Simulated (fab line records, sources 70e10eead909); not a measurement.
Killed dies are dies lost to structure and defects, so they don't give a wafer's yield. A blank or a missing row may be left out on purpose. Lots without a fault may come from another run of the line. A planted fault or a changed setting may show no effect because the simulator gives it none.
Chamber matching | flow nand_harc | NHARC_P_BONDPAD_CMP_32 on cmp-04: 4 sister chambers
The step polishes SiCN, target thk 200 nm. 4 wafers are shown with their chamber, then 7 later ones without.

WAFERS WITH THEIR CHAMBER
wafer  | chamber | motor_current_A (A)
L080.6 | 1       | 9.8
L086.5 | 0       | 12.8
L092.3 | 3       | 12.3
L092.4 | 2       | 12.4

WAFERS WITHOUT THEIR CHAMBER
wafer  | motor_current_A (A)
L092.5 | 12.2
L094.4 | 12.9
L094.5 | 12.2
L094.6 | 11.2
L097.1 | 13.0
L097.3 | 10.3
L097.5 | 12.2

WHICH CHAMBER EACH WENT THROUGH
wafer  | from the rows above               | in truth
L092.5 | can't be placed: 3 or 2 or 0      | 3
L094.4 | can't be placed: 0 or 2 or 3      | 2
L094.5 | can't be placed: 3 or 2 or 0      | 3
L094.6 | can't be placed: 3 or 2 or 1 or 0 | 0
L097.1 | can't be placed: 0 or 2 or 3      | 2
L097.3 | 1                                 | 1
L097.5 | can't be placed: 3 or 2 or 0      | 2
Placed correctly: 1 of 7. Can't be placed from these rows: 6 (the true chamber is among the candidates in 6). Placed wrongly: 0.
How it was worked out, from the rows above alone: a wafer's distance from a chamber is the root of the sum, over the readings, of the square of ((its reading less the chamber's mean) divided by the reading's scatter). The wafer belongs to the nearest chamber; if the next one is less than 2 further off, it can't be placed. A chamber's mean is the mean of its shown wafers. The scatter: with one shown wafer a chamber, the root of the mean of the squares of how far each hidden wafer lies from its nearest shown one.
